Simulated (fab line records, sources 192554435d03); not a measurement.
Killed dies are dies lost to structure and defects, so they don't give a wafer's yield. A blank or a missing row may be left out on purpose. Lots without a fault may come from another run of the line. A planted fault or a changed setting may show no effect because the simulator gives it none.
One fault seen from 2 desks | flow n5_finfet | each desk has only its own numbers; what lay behind them comes last

THE METROLOGY DESK
What the gauges read, lot by lot, whatever tool the lot ran on: means of the sampled wafers that have a number. A lot is out of limits, marked OUT, if its mean lies more than 4 standard deviations from the usual mean; the brackets give that distance. Of its 10 readings 7 are shown: those that lie furthest out on some lot.
Columns: A = DIBL_N at N5_BEOL_M4_RC_MEAS_101, usual 35.9 mV/V; B = DIBL_P at N5_BEOL_M4_RC_MEAS_101, usual 35.9 mV/V; C = IOFF_N at N5_BEOL_M4_RC_MEAS_101, usual 0.160 nA/um; D = ION_N at N5_BEOL_M4_RC_MEAS_101, usual 672 uA/um; E = SS_P at N5_BEOL_M4_RC_MEAS_101, usual 73.2 mV/dec; F = VT_N at N5_BEOL_M4_RC_MEAS_101, usual 249.3 mV; G = VT_P at N5_BEOL_M4_RC_MEAS_101, usual -250 mV
lot  | first seen here | A    | B    | C     | D   | E    | F     | G
L461 | day 9 16:41     | 36.1 | 35.0 | 0.153 | 673 | 73.1 | 249.6 | -248
L462 | day 10 06:41    | 35.9 | 36.5 | 0.157 | 680 | 73.4 | 249.0 | -254
L464 | day 10 14:47    | 33.6 | 33.0 | 0.122 | 648 | 71.8 | 253.3 | -251
L465 | day 10 16:13    | 35.0 | 35.1 | 0.139 | 666 | 73.8 | 252.5 | -256
L468 | day 11 15:02    | 35.7 | 35.9 | 0.166 | 678 | 72.8 | 247.9 | -245
L475 | day 13 03:45    | 37.7 | 37.0 | 0.175 | 677 | 73.4 | 248.6 | -250
L476 | day 13 21:41    | 35.3 | 36.2 | 0.164 | 673 | 73.7 | 248.3 | -250
This desk's finding: nothing out of limits on any of the 7 lots.

THE TOOL OWNER'S DESK: rie_diel-04
The tool's own readings at N5_GATE_CUT_ETCH_37 (etches SOC in N2/H2, target depth 60 nm, overetch 12 nm, time 90 s): means of the sampled wafers that have a number, for each lot that ran on this tool. A lot is out of limits, marked OUT, if its mean lies more than 4 standard deviations from the usual mean; the brackets give that distance.
Columns: A = drypump_motor_current_A at N5_GATE_CUT_ETCH_37, usual 5.8 A; B = h2_flow_sccm at N5_GATE_CUT_ETCH_37, usual 200.0 sccm; C = oes_product_au at N5_GATE_CUT_ETCH_37, usual 0.71 a.u.; D = rf_vpp_V at N5_GATE_CUT_ETCH_37, usual 525.2 V; E = showerhead_plenum_p_Torr at N5_GATE_CUT_ETCH_37, usual 2.58 Torr; F = throttle_valve_pct at N5_GATE_CUT_ETCH_37, usual 17.77 %
lot  | first seen here | A   | B     | C    | D     | E    | F
L461 | day 6 08:11     | 5.9 | 199.8 | 0.65 | 524.8 | 2.60 | 17.75
L462 | day 6 15:11     | 5.7 | 200.2 | 0.65 | 526.3 | 2.63 | 17.84
L464 | day 7 01:18     | 5.9 | 200.2 | 0.56 | 525.4 | 2.60 | 17.83
L468 | day 7 23:16     | 6.1 | 199.9 | 0.61 | 526.6 | 2.64 | 17.69
This desk's finding: nothing out of limits on any of the 4 lots.

PUT TOGETHER
The metrology desk saw nothing out of limits.
The tool owner's desk saw nothing out of limits.

WHAT THE SIMULATOR HAD PUT IN
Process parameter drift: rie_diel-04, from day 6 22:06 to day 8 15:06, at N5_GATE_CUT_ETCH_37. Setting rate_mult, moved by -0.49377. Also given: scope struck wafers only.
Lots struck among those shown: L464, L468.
